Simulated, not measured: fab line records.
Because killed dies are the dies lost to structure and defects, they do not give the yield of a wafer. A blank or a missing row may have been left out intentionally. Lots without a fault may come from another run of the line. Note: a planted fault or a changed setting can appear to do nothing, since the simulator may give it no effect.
fab line records -- flow nand_harc
[record] lots = 11, wafers = 33, last_day = 33
route steps=1302 shown A_CHANNEL_HOLE_D2@592 A_CHANNEL_FILL_D2@612 END@1302
lots that met no fault: from a run of the same line without faults
start_h: hours from the record's first day to the start of the lot's first wafer shown -- wait_h: hours elapsed since this lot's preceding step -- " as in the row above -- L1.1+2: several wafers, shown together as one row -- - either no value or no given start -- * or withheld: withheld -- < > ~ a bound
route shown NAME@n: NAME is a module with steps in the file, n the number in the route of the first one -- usual: the fault-free wafers' mean and standard deviation -- same: alike in all rows -- chamber/n: place in a boat -- sites: readings site by site -- _std_site: standard deviation across them -- _edge_site: mean of outer sites minus mean of inner sites -- radius_mm: for every site, how far away it sits from the centre of the wafer -- mask NAME#n: copy n -- behind: the most recent tool/chamber to have shaped the wafer -- hold: the reason the lot was held/the length of the hold in hours/how it ended -- device: whichever transistor did not switch (one of n, p or np) -- end of line: tests of these same wafers at the route's end -- where a step has no rows: the recipe by itself -- killed: not the wafer's yield, but the dies lost to structure and defects at the first sort -- map: shows each die of a wafer: x if killed, . if not, _ if none is there
set.NAME: the setting as run; set.NAME@STEP: as run at that earlier step -- model.NAME: the simulator's own value behind a step, which no gauge read
a sample of lots followed through the steps of the route, with each step as a table and each wafer as a row
services: a tool's chamber out of use, with start hour (start_h, from the record's first day; less than 0 if before it), hours out, and reason
[[steps]]
[step NHARC_A_CHANNEL_HOLE_D2_ETCH_20]
[recipe] bias_v = 3000, source_w = withheld, pressure_mtorr = 20, time_s = 361.9, ar_flow_sccm = 375, c4f8_flow_sccm = 89.3, o2_flow_sccm = 35.7, temp_c = -20, target_depth_a = 16000, chemistry = C4F8/O2/Ar
[usual] drypump_motor_current_A = 5.3/0.61, showerhead_plenum_p_Torr = 3.66/0.13, temp_c = -20.00/0.098, throttle_valve_pct = 32.155/0.0099
lot.wafer,tool,chamber,start_h,wait_h,drypump_motor_current_A,rf_hours_counter_h,showerhead_plenum_p_Torr,temp_c,throttle_valve_pct
L747.1,har_etch-02,0,300.69,0.1,4.8,347,3.57,-19.91,32.166
L747.2,har_etch-02,1,300.69,0.1,4.7,363,3.73,-19.98,32.148
L747.5,har_etch-02,1,300.69,0.1,4.7,-,3.73,-20.05,32.148
L748.1,har_etch-02,0,315.45,0.1,4.9,351,3.57,-19.91,32.163
L748.3,har_etch-02,0,315.45,0.1,4.9,-,3.57,-20.01,32.159
L748.5,har_etch-02,1,315.45,0.1,4.7,-,3.73,-20.05,32.143
L749.2,har_etch-02,1,336.82,0.1,4.6,382,3.72,-20.01,32.144
L749.1,har_etch-02,0,336.82,0.1,4.8,367,3.56,-19.96,32.165
L749.6,har_etch-02,1,336.82,0.1,4.7,-,3.72,-19.93,32.159
L755.1,har_etch-01,0,396.23,0.1,5.6,214,3.66,-19.97,32.152
L755.6,har_etch-01,0,396.23,0.1,5.6,-,3.66,-19.87,32.149
L755.5,har_etch-01,1,396.23,0.1,6.2,-,3.52,-20.05,32.147
L759.3,har_etch-01,0,434.20,0.2,5.6,-,3.65,-20.01,32.150
L759.4,har_etch-01,1,434.20,0.2,6.2,-,3.52,-19.92,32.146
L759.6,har_etch-01,0,434.20,0.2,5.6,-,3.65,-19.86,32.153
L762.1,har_etch-02,1,454.68,0.1,4.7,38,3.68,-20.01,32.153
L762.3,har_etch-02,0,454.68,0.1,4.9,-,3.91,-20.02,32.152
L762.6,har_etch-02,0,454.68,0.1,4.8,-,3.91,-19.96,32.144
L763.1,har_etch-01,0,455.97,0.1,5.6,252,3.64,-19.80,32.161
L763.6,har_etch-01,1,455.97,0.1,6.2,-,3.50,-19.99,32.150
L763.5,har_etch-01,0,455.97,0.1,5.6,-,3.64,-19.85,32.158
L766.4,har_etch-01,1,498.77,0.2,6.2,-,3.49,-20.20,32.145
L766.3,har_etch-01,0,498.77,0.2,5.6,-,3.63,-19.95,32.155
L766.6,har_etch-01,1,498.77,0.2,6.2,-,3.50,-19.96,32.161
L767.2,har_etch-02,1,498.96,0.1,4.7,61,3.67,-20.01,32.129
L767.3,har_etch-02,1,498.96,0.1,4.6,-,3.67,-20.00,32.163
L767.6,har_etch-02,1,498.96,0.1,4.6,-,3.67,-19.94,32.167
L768.3,har_etch-01,1,509.71,0.2,6.2,-,3.49,-20.03,32.167
L768.4,har_etch-01,0,509.71,0.2,5.6,-,3.62,-19.76,32.136
L768.6,har_etch-01,1,509.71,0.2,6.2,-,3.49,-20.10,32.148
L769.1,har_etch-02,1,524.61,0.1,4.7,76,3.66,-19.80,32.166
L769.3,har_etch-02,1,524.61,0.1,4.6,-,3.66,-19.88,32.141
L769.6,har_etch-02,0,524.61,0.1,4.8,-,3.89,-20.03,32.145
[step NHARC_A_CHANNEL_HOLE_D2_ETCH_23]
[recipe] bias_v = 5000, source_w = withheld, pressure_mtorr = 20, time_s = 819, ar_flow_sccm = 375, c4f8_flow_sccm = 89.3, o2_flow_sccm = 35.7, temp_c = -20, target_depth_a = 16000, chemistry = C4F8/O2/Ar
[usual] drypump_motor_current_A = 5.3/0.61, showerhead_plenum_p_Torr = 3.66/0.13, temp_c = -20.02/0.098, throttle_valve_pct = 32.155/0.0092
lot.wafer,tool,chamber,start_h,wait_h,drypump_motor_current_A,rf_hours_counter_h,showerhead_plenum_p_Torr,temp_c,throttle_valve_pct
L747.1,har_etch-02,0,302.03,0.5,4.9,349,3.57,-19.99,32.166
L747.2,har_etch-02,1,302.03,0.5,4.6,364,3.73,-19.87,32.159
L747.5,har_etch-02,1,302.03,0.5,4.7,-,3.73,-19.96,32.149
L748.1,har_etch-02,0,316.84,0.5,4.9,353,3.57,-20.17,32.148
L748.3,har_etch-02,0,316.84,0.5,4.9,-,3.57,-19.99,32.143
L748.5,har_etch-02,1,316.84,0.5,4.7,-,3.73,-19.91,32.149
L749.2,har_etch-02,1,338.16,0.5,4.6,384,3.72,-20.06,32.152
L749.1,har_etch-02,0,338.16,0.5,4.9,368,3.56,-20.11,32.141
L749.6,har_etch-02,1,338.16,0.5,4.7,-,3.72,-20.02,32.154
L755.1,har_etch-01,0,397.56,0.5,5.6,215,3.66,-20.08,32.137
L755.6,har_etch-01,0,397.56,0.5,5.6,-,3.66,-20.02,32.158
L755.5,har_etch-01,1,397.56,0.5,6.2,-,3.52,-19.92,32.166
L759.3,har_etch-01,0,435.64,0.5,5.6,-,3.65,-20.05,32.147
L759.4,har_etch-01,1,435.64,0.5,6.2,-,3.51,-19.99,32.163
L759.6,har_etch-01,0,435.64,0.5,5.6,-,3.65,-20.13,32.161
L762.1,har_etch-02,1,455.99,0.5,4.6,40,3.68,-19.76,32.176
L762.3,har_etch-02,0,455.99,0.5,4.8,-,3.91,-20.05,32.151
L762.6,har_etch-02,0,455.99,0.5,4.8,-,3.91,-19.90,32.168
L763.1,har_etch-01,0,457.36,0.5,5.6,253,3.64,-20.04,32.152
L763.6,har_etch-01,1,457.36,0.5,6.2,-,3.50,-20.02,32.161
L763.5,har_etch-01,0,457.36,0.5,5.6,-,3.64,-20.17,32.164
L766.4,har_etch-01,1,500.22,0.5,6.2,-,3.49,-19.92,32.141
L766.3,har_etch-01,0,500.22,0.5,5.6,-,3.63,-20.05,32.155
L766.6,har_etch-01,1,500.22,0.5,6.2,-,3.49,-20.02,32.155
L767.2,har_etch-02,1,500.28,0.5,4.7,63,3.67,-20.21,32.165
L767.3,har_etch-02,1,500.28,0.5,4.7,-,3.67,-20.00,32.139
L767.6,har_etch-02,1,500.28,0.5,4.7,-,3.67,-20.15,32.164
L768.3,har_etch-01,1,511.16,0.5,6.2,-,3.49,-20.13,32.166
L768.4,har_etch-01,0,511.16,0.5,5.6,-,3.62,-20.14,32.148
L768.6,har_etch-01,1,511.16,0.5,6.2,-,3.49,-20.08,32.146
L769.1,har_etch-02,1,526.00,0.5,4.7,78,3.66,-19.82,32.158
L769.3,har_etch-02,1,526.00,0.5,4.6,-,3.66,-20.00,32.155
L769.6,har_etch-02,0,526.00,0.5,4.9,-,3.89,-19.98,32.156
[step NHARC_A_CHANNEL_HOLE_D2_ETCH_27]
[recipe] bias_v = 400, source_w = 2000, pressure_mtorr = 25, time_s = 90, ar_flow_sccm = 375, c4f8_flow_sccm = 41.7, o2_flow_sccm = 83.3, temp_c = -20, target_depth_a = 4000, chemistry = C4F8/O2/Ar
[usual] drypump_motor_current_A = 5.3/0.61, showerhead_plenum_p_Torr = 3.70/0.13, temp_c = -20.02/0.11, throttle_valve_pct = 27.620/0.0085
lot.wafer,tool,chamber,start_h,wait_h,drypump_motor_current_A,rf_hours_counter_h,showerhead_plenum_p_Torr,temp_c,throttle_valve_pct
L747.1,har_etch-02,0,304.58,0.2,4.9,351,3.60,-20.01,27.602
L747.2,har_etch-02,1,304.58,0.2,4.7,367,3.77,-20.01,27.621
L747.5,har_etch-02,1,304.58,0.2,4.6,-,3.77,-19.90,27.631
L748.1,har_etch-02,0,319.30,0.2,4.9,355,3.60,-19.95,27.614
L748.3,har_etch-02,0,319.30,0.2,4.9,-,3.60,-19.91,27.613
L748.5,har_etch-02,1,319.30,0.2,4.6,-,3.77,-19.97,27.608
L749.2,har_etch-02,1,340.70,0.2,4.7,386,3.76,-20.00,27.620
L749.1,har_etch-02,0,340.70,0.2,4.9,370,3.59,-19.93,27.633
L749.6,har_etch-02,1,340.70,0.2,4.6,-,3.76,-19.92,27.608
L755.1,har_etch-01,0,400.09,0.2,5.6,218,3.70,-19.95,27.624
L755.6,har_etch-01,0,400.09,0.2,5.6,-,3.70,-20.01,27.633
L755.5,har_etch-01,1,400.09,0.2,6.2,-,3.56,-20.05,27.630
L759.3,har_etch-01,0,438.03,0.2,5.6,-,3.69,-20.09,27.614
L759.4,har_etch-01,1,438.03,0.2,6.2,-,3.55,-20.08,27.617
L759.6,har_etch-01,0,438.03,0.2,5.6,-,3.69,-19.94,27.622
L762.1,har_etch-02,1,458.53,0.2,4.7,42,3.72,-19.91,27.634
L762.3,har_etch-02,0,458.53,0.2,4.8,-,3.96,-19.90,27.618
L762.6,har_etch-02,0,458.53,0.2,4.9,-,3.96,-20.05,27.635
L763.1,har_etch-01,0,459.81,0.2,5.6,256,3.67,-20.00,27.604
L763.6,har_etch-01,1,459.81,0.2,6.2,-,3.54,-20.02,27.640
L763.5,har_etch-01,0,459.81,0.2,5.6,-,3.67,-19.97,27.621
L766.4,har_etch-01,1,502.58,0.2,6.2,-,3.53,-19.96,27.621
L766.3,har_etch-01,0,502.58,0.2,5.6,-,3.66,-20.10,27.598
L766.6,har_etch-01,1,502.58,0.2,6.2,-,3.53,-19.92,27.629
L767.2,har_etch-02,1,502.80,0.2,4.6,65,3.71,-20.12,27.619
L767.3,har_etch-02,1,502.80,0.2,4.6,-,3.71,-19.95,27.625
L767.6,har_etch-02,1,502.80,0.2,4.7,-,3.71,-20.04,27.618
L768.3,har_etch-01,1,513.53,0.2,6.2,-,3.52,-19.99,27.620
L768.4,har_etch-01,0,513.53,0.2,5.6,-,3.66,-19.83,27.622
L768.6,har_etch-01,1,513.53,0.2,6.2,-,3.52,-20.11,27.619
L769.1,har_etch-02,1,528.45,0.2,4.7,80,3.70,-20.02,27.633
L769.3,har_etch-02,1,528.45,0.2,4.7,-,3.70,-20.12,27.631
L769.6,har_etch-02,0,528.45,0.2,4.9,-,3.93,-19.94,27.619
[step NHARC_A_CHANNEL_FILL_D2_ALD_02]
[recipe] target_thk_a = 60, pulse_time_s = 10, ald_cycles = 60, temp_c = 300, material = SiO2
[usual] heater_power_outer_w = 245/29, heater_power_w = 447/54, precursor_pulse_height_rel = 0.996/0.022, susceptor_temp_C = 299.96/0.21
lot.wafer,tool,chamber,start_h,wait_h,heater_power_outer_w,heater_power_w,precursor_pulse_height_rel,susceptor_temp_C
L747.2,ald_hk-02,2,308.08,-,285,535,0.978,300.06
L747.1,ald_hk-02,3,308.08,-,285,507,0.991,300.03
L747.5,ald_hk-02,3,308.08,-,288,515,0.991,300.17
L748.1,ald_hk-04,2,321.33,-,225,434,0.995,300.24
L748.3,ald_hk-04,3,321.33,-,265,462,0.985,300.00
L748.5,ald_hk-04,1,321.33,-,194,359,0.973,300.15
L749.1,ald_hk-02,2,342.63,-,280,527,0.987,299.99
L749.2,ald_hk-02,1,342.63,-,239,415,1.015,299.93
L749.6,ald_hk-02,3,342.63,-,278,502,0.983,299.57
L755.1,ald_hk-02,3,402.15,-,264,489,0.980,290.62
L755.6,ald_hk-02,1,402.15,-,223,383,0.982,290.99
L755.5,ald_hk-02,2,402.15,-,265,499,0.995,291.10
L759.4,ald_hk-02,2,439.89,-,261,504,1.023,291.15
L759.3,ald_hk-02,3,439.89,-,265,481,1.001,290.59
L759.6,ald_hk-02,2,439.89,-,258,502,1.005,290.85
L762.1,ald_hk-04,3,461.52,-,260,451,1.016,300.30
L762.3,ald_hk-04,0,461.52,-,239,450,1.008,299.84
L762.6,ald_hk-04,1,461.52,-,200,371,0.975,300.08
L763.1,ald_hk-03,3,463.02,-,220,343,1.011,299.78
L763.5,ald_hk-03,0,463.02,-,252,439,0.995,300.45
L763.6,ald_hk-03,1,463.02,-,220,389,1.010,299.91
L766.3,ald_hk-04,2,504.50,-,216,410,1.017,299.79
L766.4,ald_hk-04,3,504.50,-,254,449,0.958,299.80
L766.6,ald_hk-04,3,504.50,-,253,459,1.009,299.81
L767.3,ald_hk-02,1,505.14,-,245,415,1.025,300.01
L767.2,ald_hk-02,2,505.14,-,275,532,0.994,299.85
L767.6,ald_hk-02,1,505.14,-,242,426,1.003,299.80
L768.3,ald_hk-04,0,515.39,-,247,458,0.991,300.04
L768.4,ald_hk-04,2,515.39,-,208,408,1.012,300.01
L768.6,ald_hk-04,0,515.39,-,241,453,0.994,299.84
L769.3,ald_hk-04,2,530.99,-,209,421,0.981,299.58
L769.1,ald_hk-04,3,530.99,-,255,448,0.946,299.84
L769.6,ald_hk-04,1,530.99,-,198,373,1.048,299.96
[step NHARC_END_SORT_01]
[recipe] temp_c = 25
[usual] killed_at_array = 52/17, killed_at_other = 1.2/1.4, killed_at_periphery = 4.7/2.9, killed_dies = 58/17, killed_open = 3.2/1.9, killed_short = 2.4/1.4
[same] gross_dies = 677
lot.wafer,tool,chamber,start_h,wait_h,killed_at_array,killed_at_other,killed_at_periphery,killed_dies,killed_open,killed_short
L759.3,prober-01,0,707.41,3.1,47,1,2,50,1,1
L759.4,prober-01,0,708.21,3.4,60,1,3,64,3,2
L759.6,prober-01,0,709.80,4.0,63,0,3,66,7,4
L766.3,prober-01,0,771.47,3.1,79,1,1,81,5,0
L766.4,prober-01,0,772.27,3.4,77,1,3,81,4,1
L766.6,prober-01,0,773.86,4.0,39,1,4,44,1,1
// killed by level:class
L759.3 A_CHANNEL_HOLE_D1:chamber_film_flake=18 A_CHANNEL_HOLE_D2:chamber_film_flake=17 A_CONTACT:chamber_film_flake=7 A_SLIT:chamber_film_flake=2 P_CONTACT:geometric_particle:open=1 A_CHANNEL_HOLE_D2:geometric_particle:short=1 P_ZERO_WELL:chamber_film_flake=1 A_STAIRCASE:chamber_film_flake=1
L759.4 A_CHANNEL_HOLE_D1:chamber_film_flake=28 A_CHANNEL_HOLE_D2:chamber_film_flake=16 A_CONTACT:chamber_film_flake=7 A_ZERO_WELL:chamber_film_flake=2 P_CONTACT:geometric_particle:open=1 P_M0:geometric_particle:open=1 P_M1:geometric_particle:short=1 A_CHANNEL_HOLE_D1:geometric_particle:open=1
L759.6 A_CHANNEL_HOLE_D1:chamber_film_flake=21 A_CHANNEL_HOLE_D2:chamber_film_flake=20 A_CONTACT:chamber_film_flake=7 A_M1:chamber_film_flake=4 A_WL_FILL:geometric_particle:open=2 A_CONTACT:geometric_particle:open=2 P_M0:geometric_particle:open=1 P_M1:geometric_particle:short=1
L766.3 A_SLIT:chamber_film_flake=28 A_CHANNEL_HOLE_D2:chamber_film_flake=20 A_CHANNEL_HOLE_D1:chamber_film_flake=13 A_BLC:chamber_film_flake=6 A_CONTACT:chamber_film_flake=5 A_STAIRCASE:chamber_film_flake=3 P_M0:geometric_particle:open=1 A_SGD_CUT:geometric_particle:open=1
L766.4 A_SLIT:chamber_film_flake=33 A_CHANNEL_HOLE_D2:chamber_film_flake=18 A_CONTACT:chamber_film_flake=13 A_CHANNEL_HOLE_D1:chamber_film_flake=5 A_STAIRCASE:chamber_film_flake=3 P_CONTACT:geometric_particle:open=1 A_CHANNEL_FILL_D1:geometric_particle:short=1 A_CHANNEL_HOLE_D2:geometric_particle:open=1
L766.6 A_SLIT:chamber_film_flake=15 A_CHANNEL_HOLE_D2:chamber_film_flake=7 A_CONTACT:chamber_film_flake=7 A_CHANNEL_HOLE_D1:chamber_film_flake=4 P_ZERO_WELL:chamber_film_flake=2 A_STAIRCASE:chamber_film_flake=2 A_SLIT:geometric_particle:open=1 A_WL_FILL:chamber_film_flake=1
[[services]]
tool,chamber,start_h,hours,kind
ald_hk-02,-,350.68,10.0,pm
ald_hk-02,0,350.68,10.0,vent_cycle
ald_hk-02,1,350.68,10.0,vent_cycle
ald_hk-02,2,350.68,10.0,vent_cycle
ald_hk-02,3,350.68,10.0,vent_cycle
ald_hk-02,0,360.68,-,clean
ald_hk-02,1,360.68,-,clean
ald_hk-02,2,360.68,-,clean
ald_hk-02,3,360.68,-,clean
har_etch-02,-,377.00,17.0,pm
har_etch-02,0,377.00,17.0,vent_cycle
har_etch-02,1,377.00,17.0,vent_cycle
ald_hk-03,-,392.31,10.0,pm
har_etch-02,0,394.00,-,clean
har_etch-02,0,394.00,-,consumable_replace:showerhead
har_etch-02,1,394.00,-,clean
har_etch-02,1,394.00,-,consumable_replace:focus_ring
ald_hk-03,-,420.90,2.4,repair
ald_hk-04,-,435.25,10.0,pm
ald_hk-04,0,435.25,10.0,vent_cycle
ald_hk-04,1,435.25,10.0,vent_cycle
ald_hk-04,2,435.25,10.0,vent_cycle
ald_hk-04,3,435.25,10.0,vent_cycle
ald_hk-04,-,490.93,0.4,repair
[[key]]
[first_sign] step = NHARC_A_CHANNEL_FILL_D2_ALD_02, reading = susceptor_temp_C, direction = down, sigmas = 42, usual = *, struck = *
effect none on later readings
met_at NHARC_A_CHANNEL_FILL_D2_ALD_02
struck_lots L755,L759
tester_left_out L755,L759
not_acting_at NHARC_A_CHANNEL_HOLE_D2_ETCH_20,NHARC_A_CHANNEL_HOLE_D2_ETCH_23,NHARC_A_CHANNEL_HOLE_D2_ETCH_27
onset_between 342.63 402.15
[fault] kind = process_parameter_drift, tool = ald_hk-02, chamber = -, onset_h = 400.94, steps = NHARC_A_CHANNEL_FILL_D2_ALD_02, channel = temp_c, offset = *, shape = step, end_h = 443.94, acts_in = *, stated = *
// tester_left_out: of these lots the tester's yield and bins aren't shown, on N5 and GAA mostly nor the transistor test; their killed dies are dies lost to structure and defects alone, not to doping, threshold or leakage, so they don't give the yield
